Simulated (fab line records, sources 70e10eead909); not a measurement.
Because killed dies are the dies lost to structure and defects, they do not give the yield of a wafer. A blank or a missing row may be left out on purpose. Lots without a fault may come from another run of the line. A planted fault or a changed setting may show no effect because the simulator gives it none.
What tool caused it? + flow nand harc + 36 wafers from 12 lots sampled at 5 of the route's 1302 steps

WHAT THE GAUGES SHOWED, per wafer
NHARC_P_M2_INSPECT_27.
| lot  | measured     | on                | raw defect count |
|------|--------------|-------------------|------------------|
| L324 | day 7 02:37  | defect inspect-02 | 222 214 141      |
| L327 | day 7 14:17  | defect inspect-01 | 229 262 203      |
| L328 | day 8 03:35  | defect inspect-01 | 383 458 577      |
| L330 | day 8 22:55  | defect inspect-02 | 323 346 306      |
| L336 | day 11 11:53 | defect inspect-02 | 461 259 629      |
| L337 | day 12 11:49 | defect inspect-01 | 486 494 306      |
| L341 | day 13 10:49 | defect inspect-01 | 500 361 353      |
| L342 | day 13 23:44 | defect inspect-01 | 356 355 258      |
| L343 | day 14 09:58 | defect inspect-01 | 139 224 396      |
| L345 | day 14 21:05 | defect inspect-01 | 545 349 405      |
| L344 | day 14 21:41 | defect inspect-02 | 560 379 259      |
| L347 | day 16 01:05 | defect inspect-01 | 232 183 263      |

NHARC_END_SORT_01.
| lot  | measured     | on        | defect limited yield (%) | killed at array | killed at other | killed at periphery | killed dies | killed open | killed short |
|------|--------------|-----------|--------------------------|-----------------|-----------------|---------------------|-------------|-------------|--------------|
| L336 | day 29 19:15 | prober-01 | 0 0 0                    | 50 44 35        | 0 0 0           | 627 633 642         | 677 677 677 | 2 2 2       | 1 1 1        |
| L337 | day 29 19:11 | prober-02 | 0 0 0                    | 20 23 22        | 0 0 0           | 657 654 655         | 677 677 677 | 6 2 7       | 2 3 2        |
| L341 | day 30 16:14 | prober-01 | 90 86 88                 | 62 85 74        | 0 2 0           | 6 7 9               | 68 94 83    | 2 3 3       | 3 5 6        |
| L342 | day 31 19:35 | prober-01 | 92 92 91                 | 49 55 54        | 0 0 1           | 4 2 5               | 53 57 60    | 3 3 5       | 5 1 4        |
| L343 | day 31 18:45 | prober-02 | 92 92 92                 | 53 51 50        | 0 1 0           | 0 4 3               | 53 56 53    | 0 4 4       | 1 6 4        |
| L345 | day 33 05:14 | prober-02 | 90 91 93                 | 64 58 46        | 0 2 2           | 3 0 2               | 67 60 50    | 6 4 1       | 3 5 0        |
| L344 | day 33 04:25 | prober-01 | 88 87 89                 | 77 81 70        | 0 1 5           | 3 5 0               | 80 87 75    | 3 6 0       | 2 3 3        |
| L347 | day 34 13:49 | prober-01 | 96 94 95                 | 19 26 20        | 2 4 4           | 3 8 7               | 24 38 31    | 2 8 5       | 3 0 3        |

WHAT TOOL EACH LOT RAN ON (gives the tool, then ch and the chambers of the sampled wafers, and finally the start)
| lot  | NHARC_P_M2_DEP_33               | NHARC_P_BONDPAD_ETCH_12            | NHARC_P_BONDPAD_PVD_17                  |
|------|---------------------------------|------------------------------------|-----------------------------------------|
| L324 | pecvd-02 ch 0,1,2, day 7 02:49  | rie diel-10 ch 0,1,2, day 7 04:39  | pvd sputter-02, no start                |
| L327 | pecvd-03 ch 0,2, day 7 14:26    | rie diel-10 ch 1,2, day 7 16:28    | pvd sputter-02, no start                |
| L328 | pecvd-02 ch 0,2, day 8 03:47    | rie diel-09 ch 0,1, day 8 05:38    | pvd sputter-02, no start                |
| L330 | pecvd-04 ch 0,1,2, day 8 23:11  | rie diel-06 ch 0,2,3, day 9 01:05  | pvd sputter-02, no start                |
| L336 | pecvd-02 ch 0,1, day 11 12:07   | rie diel-10 ch 0,1,3, day 11 13:58 | pvd sputter-01, day 29 19:15 or earlier |
| L337 | pecvd-02 ch 0,1,2, day 12 11:58 | rie diel-09 ch 2,3, day 12 14:06   | pvd sputter-02, day 29 19:11 or earlier |
| L341 | pecvd-03 ch 0,1,2, day 13 10:58 | rie diel-10 ch 1,2, day 13 13:00   | pvd sputter-02, day 30 16:14 or earlier |
| L342 | pecvd-02 ch 0,1,2, day 13 23:55 | rie diel-09 ch 0,2,3, day 14 01:49 | pvd sputter-01, day 31 19:35 or earlier |
| L343 | pecvd-04 ch 0,2, day 14 10:09   | rie diel-10 ch 1,2,3, day 14 12:08 | pvd sputter-01, day 31 18:45 or earlier |
| L345 | pecvd-04 ch 0,1,2, day 14 21:19 | rie diel-10 ch 0,3, day 14 23:17   | pvd sputter-03, day 33 05:14 or earlier |
| L344 | pecvd-04 ch 1,2, day 14 21:52   | rie diel-10 ch 0,1,2, day 14 23:51 | pvd sputter-02, day 33 04:25 or earlier |
| L347 | pecvd-03 ch 0,2, day 16 01:17   | rie diel-09 ch 1,2, day 16 03:13   | pvd sputter-02, day 34 13:49 or earlier |
- NHARC_P_M2_DEP_33: deposits SiCN, target thk 30 nm.
- NHARC_P_BONDPAD_ETCH_12: etches the open film in CHF3/O2, target depth 200 nm, time 100 s.
- NHARC_P_BONDPAD_PVD_17: deposits TaN, target thk 5 nm, time 8.06 s.

AS READ BY THE TOOLS THEMSELVES (means over the sampled wafers that have a number; for cases with no such wafer, the mark the record gives instead)
NHARC_P_M2_DEP_33.
| lot  | tool     | heater power w (W) | susceptor temp C (C) |
|------|----------|--------------------|----------------------|
| L324 | pecvd-02 | 475                | 370.23               |
| L327 | pecvd-03 | 530                | 370.02               |
| L328 | pecvd-02 | 516                | 370.08               |
| L330 | pecvd-04 | 508                | 370.06               |
| L336 | pecvd-02 | 488                | 369.98               |
| L337 | pecvd-02 | 482                | 369.66               |
| L341 | pecvd-03 | 619                | 369.89               |
| L342 | pecvd-02 | 455                | 369.71               |
| L343 | pecvd-04 | 545                | 369.86               |
| L345 | pecvd-04 | 574                | 370.28               |
| L344 | pecvd-04 | 554                | 370.14               |
| L347 | pecvd-03 | 560                | 370.17               |

NHARC_P_BONDPAD_ETCH_12.
| lot  | tool        | bias w (W) | chamber pressure mTorr (mTorr) | drypump motor current A (A) | oes product au (a.u.) | rf vpp V (V) | showerhead plenum p Torr (Torr) | throttle valve pct (%) |
|------|-------------|------------|--------------------------------|-----------------------------|-----------------------|--------------|---------------------------------|------------------------|
| L324 | rie diel-10 | 199.8      | 24.999                         | 5.8                         | 0.925                 | 370.1        | 2.39                            | 20.567                 |
| L327 | rie diel-10 | 200.4      | 24.976                         | 5.7                         | 0.927                 | 368.9        | 2.34                            | 20.569                 |
| L328 | rie diel-09 | 200.6      | 25.014                         | 6.5                         | 0.977                 | 372.0        | 2.46                            | 20.572                 |
| L330 | rie diel-06 | 200.1      | 24.974                         | 5.5                         | 0.924                 | 371.1        | 2.43                            | 20.577                 |
| L336 | rie diel-10 | -          | -                              | -                           | -                     | -            | -                               | -                      |
| L337 | rie diel-09 | -          | -                              | -                           | -                     | -            | -                               | -                      |
| L341 | rie diel-10 | 199.5      | 24.999                         | 5.7                         | 0.923                 | 369.6        | 2.34                            | 20.583                 |
| L342 | rie diel-09 | 200.3      | 25.000                         | 6.3                         | 0.934                 | 371.2        | 2.46                            | 20.571                 |
| L343 | rie diel-10 | 200.0      | 25.003                         | 5.3                         | 0.929                 | 368.3        | 2.31                            | 20.577                 |
| L345 | rie diel-10 | 199.7      | 25.017                         | 5.7                         | 0.926                 | 371.3        | 2.44                            | 20.571                 |
| L344 | rie diel-10 | 200.2      | 24.999                         | 5.8                         | 0.964                 | 370.4        | 2.39                            | 20.562                 |
| L347 | rie diel-09 | 199.7      | 24.998                         | 6.4                         | 0.925                 | 374.2        | 2.56                            | 20.567                 |

NHARC_P_BONDPAD_PVD_17.
| lot  | tool           | bias v (V) | throttle valve pct (%) |
|------|----------------|------------|------------------------|
| L324 | pvd sputter-02 | 168.1      | 29.4                   |
| L327 | pvd sputter-02 | 169.1      | 29.6                   |
| L328 | pvd sputter-02 | 167.2      | 30.1                   |
| L330 | pvd sputter-02 | 168.5      | 29.9                   |
| L336 | pvd sputter-01 | 170.5      | 30.1                   |
| L337 | pvd sputter-02 | 169.3      | 28.8                   |
| L341 | pvd sputter-02 | 167.0      | 29.5                   |
| L342 | pvd sputter-01 | 168.4      | 31.1                   |
| L343 | pvd sputter-01 | 168.2      | 30.6                   |
| L345 | pvd sputter-03 | 170.0      | 30.5                   |
| L344 | pvd sputter-02 | 167.1      | 30.4                   |
| L347 | pvd sputter-02 | 168.7      | 29.2                   |

THE ANSWER, worked out from the rows above alone
Rule: the usual values come from the lots themselves. Put in order of their means at a reading, lots are off if they are a third of the lots or fewer, leave a main group of 4 or more, and stand apart from it by a gap of 3 or more times the standard deviation of the main group's means; of several such gaps the widest counts. A main group whose means are all the same, to the digits that the tables above print for the reading, isn't used. A lot without any number at a reading at which 4 lots or more have one is off too. The other lots that the step has rows for count as sound. First the gauges in route order, then the tools' own readings, where a lot's mean is used as printed above. The first step at which some lot is off is used, and at that step the reading that is off furthest; a lot without a number counts as furthest.
Off, at NHARC_END_SORT_01 on killed at periphery: L336, L337. The main group: mean 3.9, standard deviation 2. Neither off nor sound, because the step has no rows for them: L324, L327, L328, L330.
If a tool, at a process step before that reading, ran all the lots that are off and no sound lot after the first of them, it fits. Not tried: the gauges at NHARC_END_SORT_01; whatever is off there is also off at NHARC_P_BONDPAD_ETCH_12, on other tools, and gauge error can't account for it. NHARC_P_BONDPAD_PVD_17: start missing for some lots; hours and lot order therefore follow NHARC_END_SORT_01. Not one of the candidates tried fits.

WHAT WAS PUT IN BY THE SIMULATOR
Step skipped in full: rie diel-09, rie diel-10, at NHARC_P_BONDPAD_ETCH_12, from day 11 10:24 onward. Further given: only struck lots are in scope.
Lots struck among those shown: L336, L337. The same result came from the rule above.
